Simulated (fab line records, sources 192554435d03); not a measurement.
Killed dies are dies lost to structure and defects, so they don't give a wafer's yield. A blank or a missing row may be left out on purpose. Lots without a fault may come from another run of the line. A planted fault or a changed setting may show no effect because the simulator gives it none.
fab line records | flow n5_finfet
record lots=10 wafers=30 last_day=18
route steps=1938 shown SPACER0@258 SD_EPI_N@267 BEOL_M4@1111 PASSIVATION@1936
lots that met no fault: from a run of the same line without faults
start_h: hours from the record's first day to the start of the lot's first wafer shown | wait_h: hours since the lot's step before | " the same as in the row above | L1.1+2: a row that stands for several wafers | - no value, or no start given | * or withheld: withheld | < > ~ a bound
route shown NAME@n: a module of which the file shows steps, and the number in the route of the first | usual: mean/standard deviation of fault-free wafers | same: alike in all rows | chamber/n: place in a boat | sites: the reading at each site | _std_site: their standard deviation | _edge_site: outer sites' mean less inner sites' | radius_mm: how far each site lies from the wafer's centre | mask NAME#n: copy n | behind: the tool/chamber that last shaped the wafer | hold: why the lot was held/for how many hours/how that ended | device: the transistor (n, p or np) that didn't switch | end of line: the same wafers' tests at the end of the route | a step without rows: its recipe alone | killed: dies lost to structure and defects at the first sort, not the wafer's yield | map: a wafer's dies, x killed, . not, _ none there
set.NAME: the setting as run; set.NAME@STEP: as run at that earlier step | model.NAME: the simulator's own value behind a step, which no gauge read
steps of the route over a sample of lots; a table a step, a row a wafer
services: from which hour (start_h, from the record's first day; less than 0 if before it) a tool's chamber was out of use, for how many hours, and why
## steps
# step N5_SPACER0_ALD_07
# recipe material=SiNx target_thk_a=20 temp_c=400 ald_precursor_family=SiH2I2 ald_co_reactant=N2/H2-plasma pressure_torr=2
# usual heater_power_w=865/89
# columns lot.wafer tool chamber start_h wait_h heater_power_w
L799.1 ald_sin-03 0 47.93 0.0 794
L799.4 " 1 " " 1041
L799.5 " 0 " " 768
L800.2 ald_sin-04 1 52.84 0.1 935
L800.3 " 0 " " 814
L800.6 " 3 " " 715
L802.2 ald_sin-04 3 68.18 0.3 700
L802.3 " 0 " " 846
L802.5 " 3 " " 695
L805.2 ald_sin-04 2 81.86 0.0 871
L805.3 " 1 " " 898
L805.4 " 0 " " 825
L806.3 ald_sin-04 1 90.85 1.5 941
L806.4 " 3 " " 676
L806.6 " 2 " " 854
L807.1 ald_sin-04 0 102.06 1.3 814
L807.5 " 2 " " 879
L807.6 " 3 " " 707
L811.1 ald_sin-04 1 122.01 0.0 929
L811.5 " 2 " " 860
L811.6 " 1 " " 939
L816.2 ald_sin-03 2 152.01 1.3 846
L816.3 " 3 " " 903
L816.5 " 3 " " 881
L819.2 ald_sin-04 1 167.11 0.4 937
L819.3 " 3 " " 684
L819.4 " 0 " " 827
L822.2 ald_sin-03 1 185.65 0.5 1018
L822.3 " 0 " " 810
L822.5 " 0 " " 777
# step N5_SPACER0_ALD_00
# recipe material=SiOCN target_thk_a=35 temp_c=400 ald_precursor_family=alkyl-aminosilane ald_co_reactant=O2/N2-plasma pulse_time_s=3 purge_time_s=2 co_reactant_purge_time_s=2 ald_cycles=58 pressure_torr=2
# usual heater_power_w=866/87 precursor_pulse_height_rel=0.999/0.021
# same purge_time_s=2
# columns lot.wafer tool chamber start_h wait_h heater_power_w precursor_pulse_height_rel
L799.1 ald_sin-03 0 48.09 0.1 791 0.999
L799.4 " 1 " " 1039 0.974
L799.5 " 0 " " 788 0.990
L800.2 ald_sin-04 1 53.00 0.1 933 1.012
L800.3 " 0 " " 805 0.991
L800.6 " 3 " " 706 1.015
L802.2 ald_sin-04 3 68.34 0.1 685 1.014
L802.3 " 0 " " 846 0.998
L802.5 " 3 " " 702 0.983
L805.2 ald_sin-04 2 82.01 0.1 853 0.994
L805.3 " 1 " " 943 1.004
L805.4 " 0 " " 819 0.995
L806.3 ald_sin-04 1 91.00 0.1 935 0.969
L806.4 " 3 " " 697 0.957
L806.6 " 2 " " 885 0.969
L807.1 ald_sin-04 0 102.21 0.1 832 0.980
L807.5 " 2 " " 860 1.026
L807.6 " 3 " " 701 1.007
L811.1 ald_sin-04 1 122.16 0.1 937 0.976
L811.5 " 2 " " 855 1.017
L811.6 " 1 " " 906 0.996
L816.2 ald_sin-03 2 152.17 0.1 857 0.953
L816.3 " 3 " " 922 1.001
L816.5 " 3 " " 903 0.973
L819.2 ald_sin-04 1 167.26 0.1 951 0.998
L819.3 " 3 " " 674 1.007
L819.4 " 0 " " 828 1.000
L822.2 ald_sin-03 1 185.81 0.1 1013 0.987
L822.3 " 0 " " 812 0.977
L822.5 " 0 " " 828 0.986
# step N5_SPACER0_ALD_08
# recipe material=SiNx target_thk_a=20 temp_c=400 ald_precursor_family=SiH2I2 ald_co_reactant=N2/H2-plasma pressure_torr=2
# usual heater_power_w=870/88
# columns lot.wafer tool chamber start_h wait_h heater_power_w
L799.1 ald_sin-03 0 48.34 0.1 787
L799.4 " 1 " " 1054
L799.5 " 0 " " 744
L800.2 ald_sin-04 1 53.25 0.1 929
L800.3 " 0 " " 825
L800.6 " 3 " " 700
L802.2 ald_sin-04 3 68.59 0.1 678
L802.3 " 0 " " 819
L802.5 " 3 " " 703
L805.2 ald_sin-04 2 82.27 0.1 871
L805.3 " 1 " " 915
L805.4 " 0 " " 816
L806.3 ald_sin-04 1 91.26 0.1 932
L806.4 " 3 " " 695
L806.6 " 2 " " 885
L807.1 ald_sin-04 0 102.47 0.1 838
L807.5 " 2 " " 866
L807.6 " 3 " " 726
L811.1 ald_sin-04 1 122.42 0.1 944
L811.5 " 2 " " 880
L811.6 " 1 " " 960
L816.2 ald_sin-03 2 152.42 0.1 823
L816.3 " 3 " " 927
L816.5 " 3 " " 898
L819.2 ald_sin-04 1 167.52 0.1 945
L819.3 " 3 " " 701
L819.4 " 0 " " 833
L822.2 ald_sin-03 1 186.06 0.1 1020
L822.3 " 0 " " 828
L822.5 " 0 " " 840
# step N5_SD_EPI_N_EXPOSE_06
# recipe mask_id=SD_N_BLK na=1.35 source_shape=conventional sigma_outer=0.8 polarization=unpolarized target_cd_nm=120 dose_mj=39.75
# usual exposure_dose_mJ_cm2=39.74/0.038 stage_vel_mm_s=499.99/0.28
# columns lot.wafer tool chamber start_h wait_h mask exposure_dose_mJ_cm2 stage_vel_mm_s
L799.1 arfi_scanner-02 0 48.65 - SD_N_BLK#0 39.79 499.71
L799.4 " 0 " " SD_N_BLK#0 39.83 499.72
L799.5 " 0 " " SD_N_BLK#0 39.78 499.68
L800.2 arfi_scanner-01 0 53.69 - SD_N_BLK#0 39.69 499.76
L800.3 " 0 " " SD_N_BLK#0 39.72 499.91
L800.6 " 0 " " SD_N_BLK#0 39.72 499.84
L802.2 arfi_scanner-01 0 69.03 - SD_N_BLK#0 39.75 500.04
L802.3 " 0 " " SD_N_BLK#0 39.75 500.44
L802.5 " 0 " " SD_N_BLK#0 39.75 500.35
L805.2 arfi_scanner-02 0 82.71 - SD_N_BLK#0 39.75 500.01
L805.3 " 0 " " SD_N_BLK#0 39.69 499.94
L805.4 " 0 " " SD_N_BLK#0 39.72 499.99
L806.3 arfi_scanner-03 0 91.70 - SD_N_BLK#0 39.80 500.25
L806.4 " 0 " " SD_N_BLK#0 39.74 500.68
L806.6 " 0 " " SD_N_BLK#0 39.73 500.45
L807.1 arfi_scanner-03 0 102.78 - SD_N_BLK#0 39.80 499.99
L807.5 " 0 " " SD_N_BLK#0 39.76 500.02
L807.6 " 0 " " SD_N_BLK#0 39.81 500.37
L811.1 arfi_scanner-03 0 122.85 - SD_N_BLK#0 39.76 499.89
L811.5 " 0 " " SD_N_BLK#0 39.74 500.22
L811.6 " 0 " " SD_N_BLK#0 39.75 500.14
L816.2 arfi_scanner-02 0 152.74 - SD_N_BLK#0 29.56 499.95
L816.3 " 0 " " SD_N_BLK#0 29.56 500.03
L816.5 " 0 " " SD_N_BLK#0 29.58 500.10
L819.2 arfi_scanner-02 0 167.96 - SD_N_BLK#0 31.68 499.93
L819.3 " 0 " " SD_N_BLK#0 31.68 500.13
L819.4 " 0 " " SD_N_BLK#0 31.65 499.99
L822.2 arfi_scanner-03 0 186.50 - SD_N_BLK#0 39.74 499.74
L822.3 " 0 " " SD_N_BLK#0 39.76 499.75
L822.5 " 0 " " SD_N_BLK#0 39.72 500.04
# step N5_SD_EPI_N_CD_MEAS_09
# recipe target_cd_nm=120 landing_energy_ev=500 detector=se_inlens
# usual cd_nm=120.0/0.55
# columns lot.wafer tool chamber start_h wait_h cd_nm
L799.1 cd_sem-02 0 48.77 - 120.4
L799.4 " 0 " " 120.4
L799.5 " 0 " " 119.8
L800.2 cd_sem-03 0 53.81 - 119.4
L800.3 " 0 " " 120.1
L800.6 " 0 " " 119.3
L802.2 cd_sem-01 0 69.15 - 119.7
L802.3 " 0 " " 119.6
L802.5 " 0 " " 119.0
L805.2 cd_sem-01 0 82.83 - 119.3
L805.3 " 0 " " 119.3
L805.4 " 0 " " 120.1
L806.3 cd_sem-01 0 91.82 - 120.4
L806.4 " 0 " " 119.1
L806.6 " 0 " " 120.0
L807.1 cd_sem-03 0 102.90 - 119.9
L807.5 " 0 " " 120.0
L807.6 " 0 " " 120.0
L811.1 cd_sem-01 0 122.98 - 120.1
L811.5 " 0 " " 120.0
L811.6 " 0 " " 120.5
L816.2 cd_sem-03 0 152.86 - 100.3
L816.3 " 0 " " 100.1
L816.5 " 0 " " 100.3
L819.2 cd_sem-02 0 168.08 - 104.8
L819.3 " 0 " " 103.5
L819.4 " 0 " " 104.7
L822.2 cd_sem-02 0 186.62 - 119.3
L822.3 " 0 " " 119.9
L822.5 " 0 " " 120.8
# step N5_BEOL_M4_RC_MEAS_101
# usual DIBL_N=36.5/1.4 DIBL_P=36.9/1.7 IOFF_N=0.163/0.023 IOFF_P=0.22/0.032 ION_N=673/9 ION_P=462/7.5 SS_N=71.6/0.54 SS_P=73.4/0.62 VT_N=249.8/2.8 VT_P=-250/3.5
# columns lot.wafer tool chamber start_h wait_h DIBL_N[mV/V] DIBL_P[mV/V] IOFF_N[nA/um] IOFF_P[nA/um] ION_N[uA/um] ION_P[uA/um] SS_N[mV/dec] SS_P[mV/dec] VT_N[mV] VT_P[mV]
L799.1 prober-02 0 164.82 0.0 35.6 35.4 0.143 0.19 663 459 71.8 73.3 252.3 -255
L799.4 " 0 " " 36.6 36.4 0.167 0.20 665 450 72.1 73.2 249.5 -253
L799.5 " 0 " " 35.5 35.4 0.149 0.19 674 461 71.7 72.7 251.7 -255
L800.2 prober-01 0 167.30 0.2 35.0 35.9 0.143 0.21 657 457 71.2 73.6 253.3 -248
L800.3 " 0 " " 37.3 38.7 0.184 0.26 680 468 71.9 74.2 247.2 -245
L800.6 " 0 " " 36.1 37.2 0.163 0.23 663 460 72.0 73.8 250.5 -249
L802.2 prober-01 0 186.04 0.2 36.1 37.5 0.159 0.23 674 469 71.1 73.0 248.9 -247
L802.3 " 0 " " 37.7 39.1 0.190 0.27 678 469 71.6 73.6 249.7 -248
L802.5 " 0 " " 35.5 36.7 0.152 0.22 677 471 71.4 73.6 253.0 -252
L805.2 prober-01 0 197.64 0.2 35.7 35.3 0.135 0.19 663 459 71.3 73.8 253.6 -253
L805.3 " 0 " " 37.9 38.6 0.182 0.24 680 464 71.5 74.6 247.2 -248
L805.4 " 0 " " 37.6 37.6 0.172 0.22 689 470 71.0 74.1 249.3 -251
L806.3 prober-01 0 210.98 0.3 36.0 35.8 0.153 0.19 673 455 72.0 73.9 249.3 -253
L806.4 " 0 " " 37.8 37.9 0.184 0.22 667 450 72.8 73.8 247.4 -251
L806.6 " 0 " " 37.8 37.7 0.179 0.21 684 457 72.0 73.6 245.8 -253
L807.1 prober-01 0 213.11 0.0 36.0 37.5 0.176 0.25 676 468 71.8 74.1 248.6 -244
L807.5 " 0 " " 35.8 37.3 0.174 0.25 672 469 71.7 74.3 246.6 -248
L807.6 " 0 " " 36.5 37.8 0.187 0.27 679 469 73.1 73.4 249.4 -246
L811.1 prober-02 0 245.61 0.0 37.6 38.3 0.190 0.26 675 466 71.9 73.5 247.7 -248
L811.5 " 0 " " 35.4 34.8 0.134 0.19 655 447 70.7 72.7 255.9 -253
L811.6 " 0 " " 36.4 36.9 0.165 0.23 686 467 71.2 73.6 248.5 -251
L816.2 prober-02 0 276.68 0.2 36.8 38.5 0.174 0.21 686 462 71.9 73.5 247.8 -251
L816.3 " 0 " " 36.8 38.7 0.182 0.24 684 470 71.7 73.6 248.8 -248
L816.5 " 0 " " 37.8 40.1 0.198 0.25 688 467 72.4 73.6 244.6 -246
L819.2 prober-02 0 282.28 0.2 37.8 39.6 0.191 0.22 679 457 71.9 74.2 247.5 -252
L819.3 " 0 " " 35.1 36.1 0.142 0.17 671 448 71.0 73.7 251.1 -258
L819.4 " 0 " " 34.4 35.9 0.128 0.17 656 454 70.8 73.8 255.7 -254
L822.2 prober-02 0 303.82 0.2 37.3 36.0 0.184 0.25 675 464 71.8 73.7 246.7 -246
L822.3 " 0 " " 38.3 37.0 0.213 0.29 673 460 71.7 74.9 245.4 -246
L822.5 " 0 " " 37.7 35.6 0.183 0.25 673 462 72.7 74.1 249.9 -247
# step N5_PASSIVATION_PROBE_49
# usual defect_limited_yield=91.2/1.4 killed_at_M0_to_M3=35/11 killed_at_M4_up=12/4.2 killed_at_contacts=13/5.6 killed_at_front_end=40/12 killed_at_other=3.3/2.6 killed_dies=103/17 killed_open=68/12 killed_short=34/7.6 sort_bin_5_function=5.1/0.95 sort_bin_6_memory=3.3/0.68 sort_n_pass=1077/17 sort_yield_pct=91.2/1.4
# same gross_dies=1180 killed_at_back_side=0 sort_bin_4_leakage[%]=0 sort_bin_8_speed[%]=0
# columns lot.wafer tool chamber start_h wait_h defect_limited_yield[%] killed_at_M0_to_M3 killed_at_M4_up killed_at_contacts killed_at_front_end killed_at_other killed_dies killed_open killed_short sort_bin_5_function[%] sort_bin_6_memory[%] sort_n_pass sort_yield_pct[%]
L816.2 prober-01 - 374.96 0.1 61.4 37 8 19 388 3 455 91 44 34.0 4.1 725 61.4
L816.3 prober-01 - 375.01 0.1 54.2 50 14 5 468 4 541 98 42 40.3 5.3 639 54.2
L816.5 prober-01 - 375.11 0.2 54.7 67 12 15 438 3 535 86 54 40.9 4.0 645 54.7
L819.2 prober-02 - 383.03 0.1 76.9 55 7 14 193 4 273 67 47 19.9 3.1 907 76.9
L819.3 prober-02 - 383.08 0.1 81.7 46 12 21 128 9 216 96 37 14.2 3.6 964 81.7
L819.4 prober-02 - 383.13 0.2 87.1 59 15 21 54 3 152 82 40 9.3 3.3 1028 87.1
# killed by level:class
L816.2 SD_EPI_N:area_expose=320 STI_FIN_REVEAL:geometric_particle:open=22 FIN_SAQP:geometric_particle:short=15 MOL_CONTACT_COAG:geometric_particle:open=15 BEOL_M0_SAQP:geometric_particle:short=9 BEOL_M2:geometric_particle:open=9 BEOL_M0_SAQP:geometric_particle:open=8 ILD0:geometric_particle:short=5
L816.3 SD_EPI_N:area_expose=400 STI_FIN_REVEAL:geometric_particle:open=26 BEOL_M2:geometric_particle:open=15 BEOL_M0_SAQP:geometric_particle:open=10 STI_FIN_REVEAL:geometric_particle:short=9 FIN_SAQP:geometric_particle:short=8 BEOL_M0_SAQP:geometric_particle:short=7 BEOL_M4:geometric_particle:open=7
L816.5 SD_EPI_N:area_expose=395 BEOL_M2:geometric_particle:open=25 BEOL_M0_SAQP:geometric_particle:short=15 MOL_CONTACT_COAG:geometric_particle:open=12 FIN_SAQP:geometric_particle:short=11 STI_FIN_REVEAL:geometric_particle:open=11 BEOL_M1:geometric_particle:open=7 GATE_CUT:geometric_particle:short=6
L819.2 SD_EPI_N:area_expose=158 BEOL_M0_SAQP:geometric_particle:open=20 BEOL_M0_SAQP:geometric_particle:short=11 STI_FIN_REVEAL:geometric_particle:open=9 GATE_CUT:geometric_particle:short=9 MOL_CONTACT_COAG:geometric_particle:open=9 BEOL_M3:geometric_particle:open=7 MOL_CONTACT_COAG:geometric_particle:short=5
L819.3 SD_EPI_N:area_expose=82 MOL_CONTACT_COAG:geometric_particle:open=15 STI_FIN_REVEAL:geometric_particle:open=13 BEOL_M2:geometric_particle:open=12 BEOL_M0_SAQP:geometric_particle:open=9 BEOL_M3:geometric_particle:open=9 BEOL_M4:geometric_particle:open=7 MOL_CONTACT_COAG:geometric_particle:short=6
L819.4 SD_EPI_N:area_expose=28 MOL_CONTACT_COAG:geometric_particle:open=17 BEOL_M3:geometric_particle:open=13 BEOL_M0_SAQP:geometric_particle:short=11 STI_FIN_REVEAL:geometric_particle:open=9 BEOL_M1:geometric_particle:open=7 BEOL_M0_SAQP:geometric_particle:open=6 BEOL_M0:geometric_particle:open=6
## services
# columns tool chamber start_h hours kind
arfi_scanner-02 - 23.97 4.9 pm
arfi_scanner-03 - 26.48 1.3 pm
arfi_scanner-02 - 29.90 0.4 repair
arfi_scanner-01 - 31.66 1.0 pm
arfi_scanner-01 - 57.30 0.8 pm
arfi_scanner-03 - 64.55 4.9 pm
ald_sin-03 - 86.27 14.0 pm
ald_sin-04 - 87.09 0.4 repair
arfi_scanner-01 - 99.88 0.4 repair
arfi_scanner-02 - 101.95 1.0 pm
ald_sin-04 - 103.29 4.3 pm
arfi_scanner-02 - 104.65 8.0 pm
arfi_scanner-02 - 112.65 1.3 pm
arfi_scanner-02 - 121.72 0.3 repair
ald_sin-03 - 126.31 2.5 repair
ald_sin-04 2 133.92 6.5 repair
ald_sin-04 - 148.08 6.1 pm
arfi_scanner-03 - 151.51 1.3 pm
arfi_scanner-02 - 155.08 2.0 repair
arfi_scanner-03 - 157.35 1.0 pm
arfi_scanner-02 - 160.94 0.8 pm
arfi_scanner-03 - 165.56 0.8 pm
ald_sin-04 1 167.78 6.5 repair
arfi_scanner-02 - 181.10 1.0 pm
## key
first_sign step=N5_SD_EPI_N_EXPOSE_06 reading=exposure_dose_mJ_cm2 direction=down sigmas=99+ usual=39.74 struck=30.62
effect step=N5_SD_EPI_N_CD_MEAS_09 reading=cd_nm direction=down sigmas=32 usual=120.0 struck=102.3 through=control_loop
effect step=N5_PASSIVATION_PROBE_49 reading=sort_bin_5_function direction=up sigmas=22 usual=5.1 struck=26.4
more_kills_born_at N5_SD_EPI_N_EXPOSE_06@arfi_scanner-02=1383
met_at N5_SD_EPI_N_EXPOSE_06
struck_lots L816,L819
loop_trim step=N5_SD_EPI_N_EXPOSE_06 setting=dose lots=L819
not_acting_at N5_SPACER0_ALD_07,N5_SPACER0_ALD_00,N5_SPACER0_ALD_08
onset_between 82.71 152.74
fault kind=process_parameter_drift tool=arfi_scanner-02 chamber=- onset_h=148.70 steps=N5_SD_EPI_N_EXPOSE_06 channel=dose_mj offset=-10.123 shape=step acts_in=these_recipes_only stated=39.75
# loop_trim: a control loop set the setting to another value than it would have without faults
